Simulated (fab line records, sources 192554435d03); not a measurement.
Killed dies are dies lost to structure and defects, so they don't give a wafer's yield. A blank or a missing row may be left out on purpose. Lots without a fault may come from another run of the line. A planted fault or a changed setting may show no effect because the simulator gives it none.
Which tool did it? | flow n5_finfet | 10 lots, 30 wafers sampled, at 3 steps of a route of 1938

WHAT THE GAUGES READ, wafer by wafer
N5_PASSIVATION_OVL_MEAS_66. Usual: PASS_OPEN_OVL 0 nm, standard deviation 5.3.
lot  | measured     | on         | PASS_OPEN_OVL (nm) | flag
L108 | day 13 08:02 | overlay-01 | -6 8 1             |
L109 | day 13 08:28 | overlay-01 | 4 -3 10            |
L107 | day 13 18:13 | overlay-01 | 4 -1 2             |
L110 | day 14 04:00 | overlay-01 | 5 -1 1             |
L115 | day 17 21:13 | overlay-01 | -7 -4 -3           |
L119 | day 18 07:32 | overlay-02 | -7 -10 -7          |
L122 | day 18 07:52 | overlay-02 | 0 8 -5             |
L125 | day 18 19:41 | overlay-02 | -7 6 -4            |
L126 | day 19 14:32 | overlay-01 | -7 -9 -3           |
L127 | day 19 19:34 | overlay-01 | 0 6 -4             |

WHICH TOOL RAN EACH LOT (tool, then ch and the chambers of the sampled wafers, then the start)
lot  | N5_BEOL_M7_ETCH_72                 | N5_PASSIVATION_ETCH_59
L108 | rie_diel-06 ch 0,2,3, day 10 08:54 | rie_metal-03 ch 0,1, day 13 06:50
L109 | rie_diel-06 ch 0,1, day 10 09:17   | rie_metal-02 ch 0,1, day 13 07:01
L107 | rie_diel-02 ch 0,2,3, day 10 12:46 | rie_metal-03 ch 0,1, day 13 16:52
L110 | rie_diel-06 ch 0,1,3, day 10 22:29 | rie_metal-02 ch 0,1, day 14 02:41
L115 | rie_diel-06 ch 0,1, day 14 18:10   | rie_metal-01 ch 0,1, day 17 19:56
L119 | rie_diel-02 ch 1,3, day 14 21:24   | rie_metal-01 ch 0,1, day 18 06:13
L122 | rie_diel-06 ch 1,2,3, day 15 07:07 | rie_metal-03 ch 0,1, day 18 06:26
L125 | rie_diel-03 ch 0,1,2, day 15 17:34 | rie_metal-01 ch 0,1, day 18 18:21
L126 | rie_diel-06 ch 0,2,3, day 16 05:09 | rie_metal-01 ch 0,1, day 19 13:05
L127 | rie_diel-06 ch 0,2,3, day 16 15:38 | rie_metal-02 ch 0,1, day 19 18:14
- N5_BEOL_M7_ETCH_72: etches underlayer in N2/H2, target depth 6.5 nm, time 5.2 s.
- N5_PASSIVATION_ETCH_59: etches TaN in Cl2/BCl3, target depth 65 nm, time 34.9 s.

WHAT THE TOOLS THEMSELVES READ (means of the sampled wafers that have a number; where no wafer has one, the mark that the record gives instead)
N5_BEOL_M7_ETCH_72. Usual: drypump_motor_current_A 5.6 A, standard deviation 0.48; etch_rf_on_time_s 5.19 s, standard deviation 0.088; oes_product_au 0.69 a.u., standard deviation 0.08; rf_fwd_power_W 819.7 W, standard deviation 2.4; rf_vpp_V 524.0 V, standard deviation 2.9; showerhead_plenum_p_Torr 2.55 Torr, standard deviation 0.097; throttle_valve_pct 17.82 %, standard deviation 0.24.
lot  | tool        | drypump_motor_current_A (A) | etch_rf_on_time_s (s) | oes_product_au (a.u.) | rf_fwd_power_W (W) | rf_vpp_V (V) | showerhead_plenum_p_Torr (Torr) | throttle_valve_pct (%) | flag
L108 | rie_diel-06 | 5.7                         | 5.18                  | 0.67                  | 818.1              | 521.9        | 2.48                            | 17.79                  |
L109 | rie_diel-06 | 5.3                         | 5.22                  | 0.72                  | 818.5              | 522.4        | 2.53                            | 17.83                  |
L107 | rie_diel-02 | 5.8                         | 5.12                  | 0.69                  | 818.8              | 523.0        | 2.52                            | 17.89                  |
L110 | rie_diel-06 | 5.4                         | 5.19                  | 0.65                  | 818.8              | 523.6        | 2.54                            | 18.01                  |
L115 | rie_diel-06 | 5.3                         | 5.10                  | 0.69                  | 823.3              | 522.8        | 2.52                            | 17.86                  |
L119 | rie_diel-02 | 6.1                         | 5.24                  | 0.69                  | 818.1              | 522.4        | 2.54                            | 17.89                  |
L122 | rie_diel-06 | 5.9                         | 5.15                  | 0.59                  | 820.4              | 522.5        | 2.51                            | 18.08                  |
L125 | rie_diel-03 | 5.4                         | 5.17                  | 0.74                  | 821.1              | 524.3        | 2.59                            | 17.72                  |
L126 | rie_diel-06 | 5.7                         | 5.18                  | 0.64                  | 819.2              | 522.0        | 2.46                            | 17.85                  |
L127 | rie_diel-06 | 5.7                         | 5.19                  | 0.63                  | 819.4              | 524.2        | 2.46                            | 17.86                  |

N5_PASSIVATION_ETCH_59. Usual: drypump_motor_current_A 5.94 A, standard deviation 0.13; oes_product_au 0.82 a.u., standard deviation 0.068; rf_fwd_power_W 894 W, standard deviation 3; throttle_valve_pct 21.01 %, standard deviation 0.26.
lot  | tool         | drypump_motor_current_A (A) | oes_product_au (a.u.) | rf_fwd_power_W (W) | throttle_valve_pct (%) | flag
L108 | rie_metal-03 | 5.84                        | 0.90                  | 895                | 21.14                  |
L109 | rie_metal-02 | 5.90                        | 0.75                  | 895                | 21.02                  |
L107 | rie_metal-03 | 5.85                        | 0.89                  | 891                | 21.15                  |
L110 | rie_metal-02 | 6.04                        | 0.76                  | 894                | 21.20                  |
L115 | rie_metal-01 | 6.00                        | 0.89                  | 893                | 20.74                  |
L119 | rie_metal-01 | 5.95                        | 0.83                  | 891                | 20.79                  |
L122 | rie_metal-03 | 5.92                        | 0.83                  | 894                | 21.02                  |
L125 | rie_metal-01 | 5.96                        | 0.83                  | 892                | 20.79                  |
L126 | rie_metal-01 | 5.94                        | 0.83                  | 891                | 20.80                  |
L127 | rie_metal-02 | 6.00                        | 0.73                  | 894                | 21.22                  |

THE ANSWER, worked out from the rows above alone
Rule: a lot is off if the mean of its wafers that have a number lies more than 3 standard deviations from the usual mean. A lot without any number at a reading at which 4 lots or more have one is off too. The other lots that the step has rows for count as sound. The gauges are gone through in route order, then the tools' own readings, and for those a lot's mean is taken as printed above. The first step at which some lot is off is used, and at that step the reading that is off furthest; a lot without a number counts as furthest.
No lot is off at any reading shown: from this, nothing can be told.

WHAT THE SIMULATOR HAD PUT IN
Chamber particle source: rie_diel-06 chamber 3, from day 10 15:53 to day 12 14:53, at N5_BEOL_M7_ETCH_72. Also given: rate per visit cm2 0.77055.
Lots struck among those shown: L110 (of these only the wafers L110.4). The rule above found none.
